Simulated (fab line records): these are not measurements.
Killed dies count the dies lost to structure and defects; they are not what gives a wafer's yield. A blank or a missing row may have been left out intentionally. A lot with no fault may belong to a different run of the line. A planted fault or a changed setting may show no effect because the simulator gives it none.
Chamber matching	flow n5 finfet	rie diel-02 running N5_GATE_CUT_ETCH_28: 4 sister chambers
The step etches underlayer in N2/H2, target depth 13 nm, time 10.4 s. 4 wafers are shown with their chamber, then 10 later ones without.

EACH WAFER AND ITS CHAMBER
wafer	chamber	showerhead plenum p Torr (Torr)
L078.4	3	2.48
L081.4	0	2.57
L086.1	1	2.71
L086.4	2	2.58

WAFERS WHOSE CHAMBER IS MISSING
wafer	showerhead plenum p Torr (Torr)
L086.5	2.48
L085.3	2.56
L085.4	2.58
L085.5	2.56
L094.2	2.58
L094.4	2.58
L094.5	2.70
L097.1	2.55
L097.2	2.47
L097.5	2.57

EACH ONE'S CHAMBER
wafer	from the rows above	in truth
L086.5	3	3
L085.3	can't be placed: 0 or 2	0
L085.4	can't be placed: 2 or 0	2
L085.5	can't be placed: 0 or 2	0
L094.2	can't be placed: 2 or 0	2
L094.4	can't be placed: 2 or 0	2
L094.5	1	1
L097.1	can't be placed: 0 or 2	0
L097.2	3	3
L097.5	can't be placed: 0 or 2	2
Correctly placed: 3 of 10. Can't be placed from these rows: 7 (the true chamber is among the candidates in 7). Number placed wrongly: 0.
How it was worked out, from the rows above alone: a wafer's distance from a chamber is the root of the sum, over the readings, of the square of ((its reading less the chamber's mean) divided by the reading's scatter). The wafer belongs to the nearest chamber; if the next one is less than 2 further off, it can't be placed. For every chamber, the mean is computed from those of its wafers that are shown. The scatter: root of mean squared gap, hidden wafer to nearest shown wafer, with one shown wafer a chamber.
